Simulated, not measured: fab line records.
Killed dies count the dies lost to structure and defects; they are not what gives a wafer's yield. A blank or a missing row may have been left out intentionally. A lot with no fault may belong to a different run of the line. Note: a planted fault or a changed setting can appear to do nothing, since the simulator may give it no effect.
Struck lot and sound lot, side by side || flow nandHarc || 16 out of 1302 route steps
Sound: the wafers L615.1, L615.2, L615.6. Struck: wafers L624.1, L624.4, L624.6. At the end, the cause is stated.
Per side, at each step with rows, come the tool, then ch with its chambers, and then its first start. Under that, the readings that differ: sound wafers || struck wafers || difference of the means || sigmas: that difference in standard deviations of wafers without a fault.
alike: a reading whose means differ by less than 2 such deviations, as well as words and numbers matching on both sides. not compared: withheld readings; readings where some wafer has no value; bounds like >300 that might hide an equal value; numbers whose values overlap and for which the record gives no deviation.
Wherever a step has rows on one side only, a row that says differs or no value, or a row with sigmas, the two part there. Non-overlapping numbers with no deviation appear without sigmas and do not part them. A reading that every wafer of one side lacks parts them only if that side has two wafers or more.

NHARC_A_ONON_D2_THK_MEAS_11: measures by ellipsometry.
  sound: filmMetro-02 at day 12 18:49; struck: filmMetro-01 at day 16 08:01
{"reading": "thkNm (nm)", "sound": "1017 1017 1018", "struck": "997 994 995", "difference": -22, "sigmas": -2}
next comes 1 step that has no rows for these wafers: NHARC_A_ONON_D2_DEP_12 (target thickness 1000 nm).
NHARC_A_ONON_D2_THK_MEAS_14: measures by ellipsometry.
  sound: filmMetro-01 at day 12 19:22; struck: filmMetro-01 at day 16 08:35
  alike: thkNm
then, 2 steps without rows for these wafers: NHARC_A_ONON_D2_ANNEAL_15 (time 3600 s); NHARC_A_ONON_D2_DEP_16 (target thk 1000 nm).
NHARC_A_ONON_D2_THK_MEAS_18: measures by ellipsometry.
  sound: filmMetro-02 at day 13 02:44; struck: filmMetro-01 at day 16 15:56
  alike: thkNm
next comes 1 step that has no rows for these wafers: NHARC_A_ONON_D2_DEP_19 (target thickness 1000 nm).
NHARC_A_ONON_D2_THK_MEAS_21: measures by ellipsometry.
  sound: filmMetro-01 at day 13 03:18; struck: filmMetro-01 at day 16 16:31
  alike: thkNm
next comes 1 step that has no rows for these wafers: NHARC_A_ONON_D2_DEP_22 (target thickness 1000 nm).
NHARC_A_ONON_D2_THK_MEAS_24: measures by ellipsometry.
  sound: filmMetro-01 at day 13 03:52; struck: filmMetro-01 at day 16 17:05
  alike: thkNm
next comes 1 step that has no rows for these wafers: NHARC_A_ONON_D2_DEP_25 (target thickness 1000 nm).
NHARC_A_ONON_D2_THK_MEAS_27: measures by ellipsometry.
  sound: filmMetro-02 at day 13 04:26; struck: filmMetro-01 at day 16 17:39
  alike: thkNm
NHARC_A_ONON_D2_DEP_28: target thk 1000 nm.
  sound on pecvdOnon-03 ch 0, day 13 04:29; struck on pecvdOnon-04 ch 0, day 16 17:43
  alike: susceptorTempC
NHARC_A_ONON_D2_THK_MEAS_30: measures by ellipsometry.
  sound: filmMetro-02 at day 13 05:00; struck: filmMetro-01 at day 16 18:13
{"reading": "thkNm (nm)", "sound": "992 991 992", "struck": "887 887 886", "difference": -105, "sigmas": -10}
NHARC_A_ONON_D2_DEP_33: deposits SiO2, target thk 200 nm.
  sound on pecvd-01 ch 1,2, day 13 05:04; struck on pecvd-02 ch 0,1,2, day 16 18:19
  alike: heaterPowerW, susceptorTempC, throttleValvePct
-- jump in the record: it breaks off in module A_ONON_D2 and resumes in module END (first step shown: number 1302 of the route), and 12 days separate the struck wafers' starts before and after --
NHARC_END_SORT_01:
  at this point the record logs the struck wafers (prober-01 ch 0, day 28 22:12) and has no rows for the sound ones

## WHERE THEY PART
First at NHARC_A_ONON_D2_THK_MEAS_11; last, within this record, at NHARC_END_SORT_01.

WHY: the cause the simulator had injected
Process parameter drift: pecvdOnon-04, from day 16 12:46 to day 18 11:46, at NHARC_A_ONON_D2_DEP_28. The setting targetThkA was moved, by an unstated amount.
